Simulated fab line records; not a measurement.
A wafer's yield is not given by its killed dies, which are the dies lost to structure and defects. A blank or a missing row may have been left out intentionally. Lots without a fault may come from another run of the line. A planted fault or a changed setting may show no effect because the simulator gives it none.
Chamber matching / flow n5Finfet / N5_BEOL_M4_VIA_ETCH_34 on rieDiel-01 has 4 sister chambers
The step etches the open film in C4F6/O2, target depth 69.4 nm, time 65.9 s. 4 wafers are shown with their chamber, then 12 later ones without.

== WAFERS PAIRED WITH THEIR CHAMBERS ==
wafer=L075.4; chamber=0; drypumpMotorCurrentA (A)=4.8
wafer=L089.1; chamber=1; drypumpMotorCurrentA (A)=6.4
wafer=L089.3; chamber=2; drypumpMotorCurrentA (A)=5.8
wafer=L089.5; chamber=3; drypumpMotorCurrentA (A)=6.1

== WAFERS WHOSE CHAMBER IS MISSING ==
wafer=L092.2; drypumpMotorCurrentA (A)=4.9
wafer=L092.4; drypumpMotorCurrentA (A)=5.8
wafer=L092.6; drypumpMotorCurrentA (A)=6.1
wafer=L093.2; drypumpMotorCurrentA (A)=5.8
wafer=L093.3; drypumpMotorCurrentA (A)=4.8
wafer=L093.6; drypumpMotorCurrentA (A)=5.8
wafer=L094.1; drypumpMotorCurrentA (A)=6.1
wafer=L094.2; drypumpMotorCurrentA (A)=4.8
wafer=L094.4; drypumpMotorCurrentA (A)=6.3
wafer=L095.4; drypumpMotorCurrentA (A)=6.1
wafer=L095.5; drypumpMotorCurrentA (A)=4.8
wafer=L095.6; drypumpMotorCurrentA (A)=6.3

== EACH ONE'S CHAMBER ==
wafer=L092.2; from the rows above=0; in truth=0
wafer=L092.4; from the rows above=2; in truth=2
wafer=L092.6; from the rows above=3; in truth=3
wafer=L093.2; from the rows above=2; in truth=2
wafer=L093.3; from the rows above=0; in truth=0
wafer=L093.6; from the rows above=2; in truth=2
wafer=L094.1; from the rows above=3; in truth=3
wafer=L094.2; from the rows above=0; in truth=0
wafer=L094.4; from the rows above=can't be placed: 1 or 3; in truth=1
wafer=L095.4; from the rows above=3; in truth=3
wafer=L095.5; from the rows above=0; in truth=0
wafer=L095.6; from the rows above=can't be placed: 1 or 3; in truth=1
Correctly placed: 10 of 12. Can't be placed from these rows: 2 (the true chamber is among the candidates in 2). 0 placed wrongly.
How it was worked out, from the rows above alone: a wafer's distance from a chamber is the root of the sum, over the readings, of the square of ((its reading less the chamber's mean) divided by the reading's scatter). The wafer belongs to the nearest chamber; if the next one is less than 2 further off, it can't be placed. For every chamber, the mean is computed from those of its wafers that are shown. The scatter (one wafer shown for each chamber): square how far every hidden wafer sits from the nearest shown wafer, average those squares and take the square root.
